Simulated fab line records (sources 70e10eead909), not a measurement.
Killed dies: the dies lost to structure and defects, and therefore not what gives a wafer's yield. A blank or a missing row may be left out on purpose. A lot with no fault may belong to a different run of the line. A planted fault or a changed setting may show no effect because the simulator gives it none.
Which tool was responsible?	flow nand harc	11 lots, 33 wafers sampled, at 5 steps of a route of 1159

## WHAT EACH GAUGE READ, for each wafer
NHARC_END_SORT_01. Usual: defect limited yield 95.0 %, standard deviation 1.6; killed at array 30, standard deviation 10; killed at other 0.5, standard deviation 0.82; killed at periphery 2.9, standard deviation 2; killed dies 34, standard deviation 11; killed open 3.2, standard deviation 1.8; killed short 2.0, standard deviation 1.4; sort_bin_2_pct 1.5 %, standard deviation 0.68; sort_bin_3_pct 0.28 %, standard deviation 0.21; sort_bin_4_pct 3.1 %, standard deviation 0.97; sort n pass 643, standard deviation 11; sort rim yield pct 94.6 %, standard deviation 2.9; sort yield pct 95.0 %, standard deviation 1.6.
lot	measured	on	defect limited yield (%)	killed at array	killed at other	killed at periphery	killed dies	killed open	killed short	sort_bin_2_pct (%)	sort_bin_3_pct (%)	sort_bin_4_pct (%)	sort n pass	sort rim yield pct (%)	sort yield pct (%)	flag
L339	day 19 18:32	prober-01	95.0 95.1 95.3	32 31 29	0 0 0	2 2 3	34 33 32	1 2 2	2 4 5	1.6 1.2 1.5	0.44 0.30 0	3.0 3.4 3.2	643 644 645	95.3 96.2 90.6	95.0 95.1 95.3	
L342	day 20 03:53	prober-02	95.7 95.1 95.7	27 32 28	0 0 1	2 1 0	29 33 29	1 3 3	1 2 3	0.7 2.2 1.0	0.15 0 0.30	3.4 2.7 3.0	648 644 648	92.5 96.2 97.2	95.7 95.1 95.7	
L346	day 21 01:56	prober-02	94.7 95.1 93.9	33 33 37	0 0 0	3 0 4	36 33 41	3 3 4	1 1 0	2.1 1.6 2.5	0.30 0.15 0.74	3.0 3.1 2.8	641 644 636	92.5 94.3 92.5	94.7 95.1 93.9	
L347	day 21 22:35	prober-02	95.1 95.0 95.3	31 32 28	2 2 1	0 0 3	33 34 32	4 3 3	1 0 1	1.3 1.0 1.8	0.44 0.15 0.30	3.1 3.8 2.7	644 643 645	97.2 95.3 94.3	95.1 95.0 95.3	
L350	day 22 11:58	prober-01	94.4 94.8 94.7	34 31 28	1 0 0	3 4 8	38 35 36	6 4 5	4 2 1	2.7 2.4 2.1	0 0.30 0.15	3.0 2.5 3.1	639 642 641	93.4 88.7 94.3	94.4 94.8 94.7	
L357	day 23 22:50	prober-01	96.0 97.5 96.2	20 12 21	2 0 0	5 5 5	27 17 26	1 1 4	1 2 4	1.2 0.6 1.0	0.15 0.15 0.30	2.7 1.8 2.5	650 660 651	96.2 95.3 98.1	96.0 97.5 96.2	
L354	day 23 23:53	prober-02	0 94.5 0	42 34 25	632 0 648	3 3 4	677 37 677	8 2 3	1 4 2	95.1 2.1 97.5	0.30 0.44 0.15	4.6 3.0 2.4	0 640 0	0 93.4 0	0 94.5 0	OFF
L359	day 24 22:11	prober-01	95.4 97.2 95.1	29 15 28	1 1 0	1 3 5	31 19 33	4 3 1	4 1 1	1.6 0.7 1.5	0.15 0.15 0.15	2.8 1.9 3.2	646 658 644	97.2 99.1 97.2	95.4 97.2 95.1	
L358	day 24 14:22	prober-01	92.0 91.3 93.4	49 50 43	0 0 0	5 9 2	54 59 45	6 4 3	4 1 1	2.8 2.5 2.1	0.74 0.44 0.59	4.4 5.8 4.0	623 618 632	90.6 90.6 89.6	92.0 91.3 93.4	
L360	day 24 23:18	prober-02	92.3 93.8 92.2	50 41 49	0 0 1	2 1 3	52 42 53	1 1 5	0 2 2	2.7 1.8 3.0	0.30 0.44 0.30	4.7 4.0 4.6	625 635 624	89.6 90.6 93.4	92.3 93.8 92.2	
L361	day 25 15:50	prober-02	94.7 94.1 93.9	33 40 40	0 0 1	3 0 0	36 40 41	3 2 1	2 2 2	1.5 1.3 2.1	0.30 0.15 0.44	3.5 4.4 3.5	641 637 636	94.3 96.2 95.3	94.7 94.1 93.9	

## WHAT TOOL EACH LOT RAN ON (gives the tool, then ch and the chambers of the sampled wafers, and finally the start)
lot	NHARC_A_M1_DEP_33	NHARC_A_BONDPAD_ETCH_12	NHARC_A_BONDPAD_STRIP_15	NHARC_THIN_TSV_ETCHBACK_48
L339	pecvd-01 ch 0,1,2, day 18 08:01	rie diel-10 ch 0,2, day 18 10:45 or earlier	rie diel-07 ch 0,1,3, day 18 10:45	rie diel-13 ch 0,1,3, day 19 08:04
L342	pecvd-04 ch 0,2, day 18 13:32	rie diel-10 ch 1,2,3, day 18 15:56 or earlier	rie diel-10 ch 0,1, day 18 15:56	rie diel-08 ch 0,1,2, day 19 10:04
L346	pecvd-03 ch 0,1,2, day 19 15:34	rie diel-06 ch 0,1, day 19 17:58 or earlier	rie diel-06 ch 0,1,3, day 19 17:58	rie diel-13 ch 0,2,3, day 20 11:05
L347	pecvd-01 ch 0,2, day 20 11:21	rie diel-06 ch 0,2, day 20 13:44 or earlier	rie diel-06 ch 0,2,3, day 20 13:44	rie diel-02 ch 1,2,3, day 21 10:53
L350	pecvd-04 ch 0,2, day 21 02:38	rie diel-06 ch 0,1,2, day 21 04:58 or earlier	rie diel-06 ch 1,2,3, day 21 04:58	rie diel-08 ch 0,1,2, day 21 21:56
L357	pecvd-04 ch 0,1,2, day 22 13:16	rie diel-10 ch 0,2,3, day 22 15:40 or earlier	rie diel-06 ch 1,3, day 22 15:40	rie diel-13 ch 0,1,3, day 23 08:59
L354	pecvd-03 ch 0,1,2, day 22 14:30	rie diel-06 ch 0,1,3, day 22 17:14 or earlier	rie diel-06 ch 0,3, day 22 17:14	rie diel-08 ch 0,1,3, day 23 10:08
L359	pecvd-01 ch 1,2, day 22 23:30	rie diel-06 ch 0,2,3, day 23 01:52 or earlier	rie diel-07 ch 1,2,3, day 23 01:52	rie diel-13 ch 0,1,3, day 23 21:05
L358	pecvd-04 ch 0,1, day 23 00:41	rie diel-07 ch 1,2,3, day 23 02:54 or earlier	rie diel-06 ch 0,1,3, day 23 02:54	rie diel-02 ch 1,2,3, day 23 20:08
L360	pecvd-04 ch 1,2, day 23 04:08	rie diel-06 ch 0,1,2, day 23 06:40 or earlier	rie diel-06 ch 0,1,3, day 23 06:40	rie diel-02 ch 2,3, day 24 01:44
L361	pecvd-01 ch 0,1,2, day 23 14:05	rie diel-10 ch 0,1,3, day 23 16:37 or earlier	rie diel-06 ch 0,1, day 23 16:37	rie diel-02 ch 1,2, day 24 12:56
- NHARC_A_M1_DEP_33: deposits SiCN, target thk 30 nm.
- NHARC_A_BONDPAD_ETCH_12: etches the open film in CHF3/O2, target depth 220 nm, time 110 s.
- NHARC_A_BONDPAD_STRIP_15: strips in O2.
- NHARC_THIN_TSV_ETCHBACK_48: etches the open film in C4F8/Ar, target depth 1028.5 nm, time 405.17 s.

## WHAT THE TOOLS THEMSELVES READ (means of the sampled wafers that have a number; where no wafer has one, the mark that the record gives instead)
NHARC_A_M1_DEP_33. Usual: heater power outer w 346 W, standard deviation 46; heater power w 616 W, standard deviation 59; susceptor temp C 370.01 C, standard deviation 0.22.
lot	tool	heater power outer w (W)	heater power w (W)	susceptor temp C (C)	flag
L339	pecvd-01	346	609	370.06	
L342	pecvd-04	314	586	369.91	
L346	pecvd-03	327	596	370.11	
L347	pecvd-01	402	664	370.03	
L350	pecvd-04	337	608	369.94	
L357	pecvd-04	333	594	369.97	
L354	pecvd-03	337	609	369.97	
L359	pecvd-01	388	615	370.23	
L358	pecvd-04	400	684	370.24	
L360	pecvd-04	348	616	370.04	
L361	pecvd-01	355	605	370.02	

NHARC_A_BONDPAD_ETCH_12. Usual: drypump motor current A 5.7 A, standard deviation 0.47; oes product au 0.946 a.u., standard deviation 0.025; rf vpp V 371.3 V, standard deviation 2; showerhead plenum p Torr 2.43 Torr, standard deviation 0.088; throttle valve pct 20.570 %, standard deviation 0.0093.
lot	tool	drypump motor current A (A)	oes product au (a.u.)	rf vpp V (V)	showerhead plenum p Torr (Torr)	throttle valve pct (%)	flag
L339	rie diel-10	6.4	0.928	373.3	2.49	20.568	
L342	rie diel-10	5.8	0.920	373.4	2.51	20.566	
L346	rie diel-06	5.1	0.956	371.6	2.44	20.569	
L347	rie diel-06	5.3	0.982	373.5	2.52	20.579	
L350	rie diel-06	5.3	0.977	371.6	2.49	20.568	
L357	rie diel-10	5.9	0.922	371.3	2.48	20.566	
L354	rie diel-06	5.4	0.965	371.9	2.44	20.573	
L359	rie diel-06	5.5	0.936	371.9	2.48	20.573	
L358	rie diel-07	5.9	0.936	369.4	2.33	20.572	
L360	rie diel-06	5.2	0.976	371.9	2.49	20.567	
L361	rie diel-10	5.6	0.986	371.0	2.43	20.572	

NHARC_A_BONDPAD_STRIP_15. Usual: drypump motor current A 5.6 A, standard deviation 0.45; oes product au 1.003 a.u., standard deviation 0.011; rf vpp V 57.9 V, standard deviation 0.9; showerhead plenum p Torr 3.60 Torr, standard deviation 0.12; throttle valve pct 17.036 %, standard deviation 0.0099.
lot	tool	drypump motor current A (A)	oes product au (a.u.)	rf vpp V (V)	showerhead plenum p Torr (Torr)	throttle valve pct (%)	flag
L339	rie diel-07	6.2	0.992	57.4	3.55	17.040	
L342	rie diel-10	5.9	1.006	58.5	3.52	17.027	
L346	rie diel-06	5.4	1.005	59.3	3.59	17.047	
L347	rie diel-06	5.5	1.014	57.5	3.64	17.032	
L350	rie diel-06	5.6	1.006	58.1	3.66	17.020	
L357	rie diel-06	5.8	1.004	58.1	3.59	17.032	
L354	rie diel-06	5.7	1.010	58.3	3.57	17.036	
L359	rie diel-07	5.9	1.012	56.7	3.43	17.030	
L358	rie diel-06	5.4	1.006	58.3	3.59	17.029	
L360	rie diel-06	5.5	1.009	57.8	3.59	17.032	
L361	rie diel-06	5.1	1.000	57.4	3.58	17.041	

NHARC_THIN_TSV_ETCHBACK_48. Usual: oes product au 0.96 a.u., standard deviation 0.034; rf vpp V 547 V, standard deviation 3.4.
lot	tool	oes product au (a.u.)	rf vpp V (V)	flag
L339	rie diel-13	0.98	547	
L342	rie diel-08	0.93	547	
L346	rie diel-13	0.94	544	
L347	rie diel-02	0.93	549	
L350	rie diel-08	0.98	546	
L357	rie diel-13	0.99	546	
L354	rie diel-08	0.83	546	OFF
L359	rie diel-13	0.93	547	
L358	rie diel-02	1.01	550	
L360	rie diel-02	0.93	551	
L361	rie diel-02	0.94	548	

## THE ANSWER, worked out from the rows above alone
Rule: lot off if the mean of its wafers having a number is beyond 3 standard deviations from the usual mean. Also off: a lot with no number at a reading for which 4 or more lots have one. Any other lot the step has rows for is counted as sound. First the gauges in route order, then the tools' own readings, where a lot's mean is used as printed above. The first step at which some lot is off is used, and at that step the reading that is off furthest; a lot without a number counts as furthest.
Off: L354 (NHARC_END_SORT_01, killed at other).
A tool fits if, at a process step before that reading, it ran every lot that is off, and no sound lot after the first of them. Not tried: the gauges at NHARC_END_SORT_01; whatever is off there is also off at NHARC_THIN_TSV_ETCHBACK_48, on other tools, and gauge error can't account for it. NHARC_A_BONDPAD_ETCH_12 gives no start for some lots, so the hours and the order of its lots are those of NHARC_A_BONDPAD_STRIP_15. 2 tools fit, pecvd-03 at NHARC_A_M1_DEP_33 and rie diel-08 at NHARC_THIN_TSV_ETCHBACK_48, so this cannot tell which one it is.

## WHAT THE SIMULATOR HAD PUT IN
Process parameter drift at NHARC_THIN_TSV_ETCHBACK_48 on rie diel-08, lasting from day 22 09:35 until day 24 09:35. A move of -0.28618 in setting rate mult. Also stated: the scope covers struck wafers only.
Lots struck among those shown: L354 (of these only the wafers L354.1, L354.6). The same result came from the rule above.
